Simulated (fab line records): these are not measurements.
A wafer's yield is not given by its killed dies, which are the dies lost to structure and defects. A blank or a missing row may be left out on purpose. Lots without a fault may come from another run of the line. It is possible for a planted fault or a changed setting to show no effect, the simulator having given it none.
A struck lot beside a sound one + flow n5_finfet + 29 out of 1938 route steps
Sound: wafers L427.2, L427.4, L427.5. The struck wafers were L436.1, L436.3, L436.6. Last of all comes the cause.
Per side, at each step with rows, come the tool, then ch with its chambers, and then its first start. Under that, the readings that differ: sound wafers + struck wafers + difference of the means + sigmas: that difference in standard deviations of wafers without a fault.
alike: readings whose means differ by less than 2 such deviations, and words and numbers that are the same on both sides. not compared: withheld readings, readings that some wafer has no value for, bounds like >300 that may hide the same value, and numbers for which the record gives no deviation and whose values overlap.
Wherever a step has rows on one side only, a row that says differs or no value, or a row with sigmas, the two part there. Numbers that don't overlap but have no deviation are shown without sigmas and don't part them. A reading that every wafer of one side lacks parts them only if that side has two wafers or more.

first, 9 steps without rows for these wafers: N5_BEOL_M3_DESCUM_16 (chemistry O2, time 7 s); N5_BEOL_M3_ETCH_74 (etches underlayer in N2/H2, target depth 6.5 nm, time 5.2 s); N5_BEOL_M3_ETCH_63 (etches SiARC in CF4, target depth 15.6 nm, time 26 s); N5_BEOL_M3_ETCH_64 (etches SOC in N2/H2, target depth 75 nm, overetch 15 nm, time 112.5 s); N5_BEOL_M3_STRIP_65 (strips in N2/H2); N5_BEOL_M3_STRIP_75 (strips in N2/H2); N5_BEOL_M3_STRIP_66 (strips in CF4); N5_BEOL_M3_HM_OPEN_17 (chemistry Cl2/BCl3, target TiN, target depth 20 nm, overetch 6 nm); N5_BEOL_M3_STRIP_19 (strips in O2).
N5_BEOL_M3_COAT_67: time 60 s, resist thk 60 nm.
  sound on litho_track-05 ch 0, day 7 08:07; struck on litho_track-05 ch 0, day 10 04:18
| reading                                  | sound                | struck               | difference | sigmas      |
|------------------------------------------|----------------------|----------------------|------------|-------------|
| spin_speed_rpm (rpm)                     | 1502.8 1500.7 1500.1 | 1843.9 1844.7 1845.5 | +343.5     | +99 or more |
| model.SOC_of_BEOL_M3_COAT_67.thk_nm (nm) | 60.2 60 60           | 54.4 54.2 54.2       | -5.8       |             |
then, 13 steps without rows for these wafers: N5_BEOL_M3_COAT_68 (time 60 s, resist thk 12 nm); N5_BEOL_M3_COAT_76 (time 60 s, resist thk 5 nm); N5_BEOL_M3_COAT_22 (resist thk 30 nm); N5_BEOL_M3_EBR_24; N5_BEOL_M3_SOFTBAKE_23 (time 60 s); N5_BEOL_M3_EXPOSE_25 (exposes mask V2, defocus 5 nm); N5_BEOL_M3_PEB_26 (peb time 60 s); N5_BEOL_M3_DEVELOP_27 (develop time 30 s); N5_BEOL_M3_DESCUM_33 (chemistry O2, time 7 s); N5_BEOL_M3_ETCH_77 (etches underlayer in N2/H2, target depth 6.5 nm, time 5.2 s); N5_BEOL_M3_ETCH_69 (etches SiARC in CF4, target depth 15.6 nm, time 26 s); N5_BEOL_M3_ALD_98 (deposits SiO2, target thk 2.5 nm, pulse time 1 s, co reactant pulse time 1 s); N5_BEOL_M3_ETCHBACK_99 (etches SiO2 in CHF3, target depth 5 nm, time 10.4 s).
N5_BEOL_M3_ETCH_70: etches SOC in N2/H2, target depth 80 nm, overetch 16 nm, time 120 s.
  sound on rie_diel-04 ch 3, day 7 10:04; struck on rie_diel-04 ch 0,1,3, day 10 10:01
| reading                  | sound            | struck            | difference | sigmas |
|--------------------------|------------------|-------------------|------------|--------|
| model.etch.depth_nm (nm) | 60.2 59.95 60.01 | 54.32 54.25 54.26 | -5.78      |        |
  alike: chamber_pressure_mTorr, drypump_motor_current_A, oes_product_au, rf_vpp_V, showerhead_plenum_p_Torr, throttle_valve_pct
  not compared: rf_hours_counter_h
then, 2 steps without rows for these wafers: N5_BEOL_M3_STRIP_71 (strips in N2/H2); N5_BEOL_M3_STRIP_78 (strips in N2/H2).
N5_BEOL_M3_VIA_ETCH_34: etches the open film in C4F6/O2, target depth 69.4 nm, time 65.9 s.
  sound on rie_diel-04 ch 3, day 7 10:13; struck on rie_diel-04 ch 0,1,3, day 10 10:07
| reading                                  | sound      | struck         | difference | sigmas |
|------------------------------------------|------------|----------------|------------|--------|
| model.SOC_of_BEOL_M3_COAT_67.thk_nm (nm) | 52.2 52 52 | 46.2 45.8 46.2 | -6.0       |        |
  alike: chamber_pressure_mTorr, drypump_motor_current_A, oes_ar_750_au, oes_product_au, rf_vpp_V, showerhead_plenum_p_Torr, throttle_valve_pct
  not compared: rf_hours_counter_h
then, 1 step without rows for these wafers: N5_BEOL_M3_STRIP_83 (strips in C4F6/O2).
N5_BEOL_M4_RC_MEAS_101:
  sound on prober-02 ch 0, day 8 05:06; struck on prober-01 ch 0, day 11 03:49
  alike: DIBL_N, DIBL_P, IOFF_N, IOFF_P, ION_N, ION_P, SS_N, SS_P, VT_N, VT_P

## WHERE THEY PART
At N5_BEOL_M3_COAT_67 and nowhere else, as far as this record goes. Later steps at which nothing parts them and some readings are alike: N5_BEOL_M3_ETCH_70, N5_BEOL_M3_VIA_ETCH_34, N5_BEOL_M4_RC_MEAS_101.

WHY: whatever the simulator had introduced
Process parameters drifting: litho_track-05 at N5_BEOL_M3_COAT_67, beginning at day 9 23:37. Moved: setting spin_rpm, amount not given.
